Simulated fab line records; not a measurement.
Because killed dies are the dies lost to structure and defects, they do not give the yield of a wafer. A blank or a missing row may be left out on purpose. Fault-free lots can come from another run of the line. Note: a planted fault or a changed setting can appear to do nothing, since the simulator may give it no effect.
A lot that was struck, set against a sound lot -- flow n5_finfet -- 16 steps out of a route of 1938
Sound: wafers L245.1, L245.3, L245.5. Struck: wafer L256.3; the same lot's L256.4 was not struck, so it is left out; see the end for the cause.
Each step with rows lists, per side, the tool, then ch with its chambers, then its first start. Under that, the readings that differ: sound wafers -- struck wafers -- difference of the means -- sigmas: that difference in standard deviations of wafers without a fault.
alike: readings whose means differ by less than 2 such deviations, and words and numbers that are the same on both sides. not compared: withheld readings, readings that some wafer has no value for, bounds like >300 that may hide the same value, and numbers for which the record gives no deviation and whose values overlap.
Wherever a step has rows on one side only, a row that says differs or no value, or a row with sigmas, the two part there. When numbers do not overlap yet have no deviation, they are printed without sigmas and do not part them. Lack of a reading on every wafer of one side parts them only where that side has two or more wafers.

N5_MOL_CONTACT_COAG_ETCH_59: etches underlayer in N2/H2, target depth 13 nm, time 10.4 s.
  sound on rie_diel-03 ch 0,1,2, day 5 02:26; struck on rie_diel-04 ch 2, day 7 19:26
  alike: bias_w, drypump_motor_current_A, etch_rf_on_time_s, oes_product_au, rf_fwd_power_W, rf_vpp_V, showerhead_plenum_p_Torr, throttle_valve_pct
  not compared: rf_hours_counter_h
then, 4 steps without rows for these wafers: N5_MOL_CONTACT_COAG_ETCH_105 (etches SiARC in CF4, target depth 15.6 nm, time 26 s); N5_MOL_CONTACT_COAG_ETCH_106 (etches SOC in N2/H2, target depth 80 nm, overetch 16 nm, time 120 s); N5_MOL_CONTACT_COAG_STRIP_107 (strips in N2/H2); N5_MOL_CONTACT_COAG_STRIP_108 (strips in N2/H2).
N5_MOL_CONTACT_COAG_CONTACT_ETCH_14: etches SiO2 in C4F6/O2, target depth 27.5 nm, overetch 8.5 nm, time 20 s.
  sound on rie_diel-03 ch 0,1,2, day 5 02:35; struck on rie_diel-04 ch 2, day 7 19:35
  alike: bias_w, drypump_motor_current_A, oes_product_au, rf_fwd_power_W, rf_vpp_V, showerhead_plenum_p_Torr, throttle_valve_pct
  not compared: rf_hours_counter_h
then, 2 steps without rows for these wafers: N5_MOL_CONTACT_COAG_STRIP_109 (strips in C4F6/O2); N5_MOL_CONTACT_COAG_ETCH_15 (etches SiNx in CH3F/O2, stops on Si:P, target depth 7 nm).
N5_MOL_CONTACT_COAG_ETCH_110: etches Si in CF4/O2, target depth 2.5 nm, time 8 s.
  sound on rie_diel-03 ch 0,1,2, day 5 02:41; struck on rie_diel-04 ch 2, day 7 19:41
  alike: bias_w, cf4_flow_sccm, drypump_motor_current_A, oes_product_au, rf_fwd_power_W, rf_vpp_V, showerhead_plenum_p_Torr, throttle_valve_pct
  not compared: rf_hours_counter_h
N5_MOL_CONTACT_COAG_STRIP_98: strips in N2/H2.
  sound on rie_diel-03 ch 0,1,2, day 5 02:44; struck on rie_diel-04 ch 2, day 7 19:44
reading,sound,struck,difference,sigmas
throttle_valve_pct (%),18.8 18.7 18.6,19.4,+0.7,+2
  alike: drypump_motor_current_A, oes_product_au, rf_vpp_V, showerhead_plenum_p_Torr
  not compared: rf_hours_counter_h
N5_MOL_CONTACT_COAG_CD_MEAS_99 targets a cd of 17.2 nm.
  struck on cd_sem-02, day 7 19:49; sound on cd_sem-02, day 5 02:48
  alike: cd_nm
following that, these wafers have no rows for 1 step: N5_MOL_CONTACT_COAG_IMPLANT_129.
N5_MOL_CONTACT_COAG_PRECLEAN_111: cleans in NF3:NH3, afs cycles 1, time 20 s, sublimation time 60 s.
  sound on remote_plasma-01 ch 0, day 5 03:05; struck on remote_plasma-01 ch 0, day 7 20:07
reading,sound,struck,difference,sigmas
time_s (s),20 20 20,18.901,-1.099,
  alike: rf_power_w
N5_MOL_CONTACT_COAG_TI_SIL_19: material Ti, target thk 4.2 nm, time 15 s.
  struck on pvd_sputter-02, day 7 20:20; sound on pvd_sputter-01, day 5 06:39
  alike: throttle_valve_pct
-- a jump in the record: the struck wafers' starts before and after are 8 days apart (it breaks off in module MOL_CONTACT_COAG and resumes in module BEOL_M4, where the first step shown is number 1111 of the route) --
N5_BEOL_M4_RC_MEAS_101:
  sound on prober-01 ch 0, day 12 02:20; struck on prober-02 ch 0, day 15 09:07
  alike: DIBL_N, DIBL_P, IOFF_N, IOFF_P, ION_N, ION_P, SS_N, SS_P, VT_N, VT_P
-- here the record skips 5 days between the struck wafers' starts before and after, leaving off in module BEOL_M4 and picking up in module PASSIVATION (first step shown: number 1936 of the route) --
N5_PASSIVATION_PROBE_49:
  struck on prober-01, day 20 12:02; sound on prober-02, day 16 10:54
reading,sound,struck,difference,sigmas
killed_at_M4_up,9 13 18,1,-12,-2
killed_at_contacts,4 2 6,19,+15,+2
  alike: defect_limited_yield, killed_at_M0_to_M3, killed_at_front_end, killed_at_other, killed_dies, killed_on_rim, killed_open, killed_short, sort_bin_5_function, sort_bin_6_memory, sort_bin_8_speed, sort_n_pass, sort_yield_pct

== WHERE THEY PART ==
At N5_MOL_CONTACT_COAG_STRIP_98 first; at N5_PASSIVATION_PROBE_49 last (within this record only).

WHY: whatever the simulator had introduced
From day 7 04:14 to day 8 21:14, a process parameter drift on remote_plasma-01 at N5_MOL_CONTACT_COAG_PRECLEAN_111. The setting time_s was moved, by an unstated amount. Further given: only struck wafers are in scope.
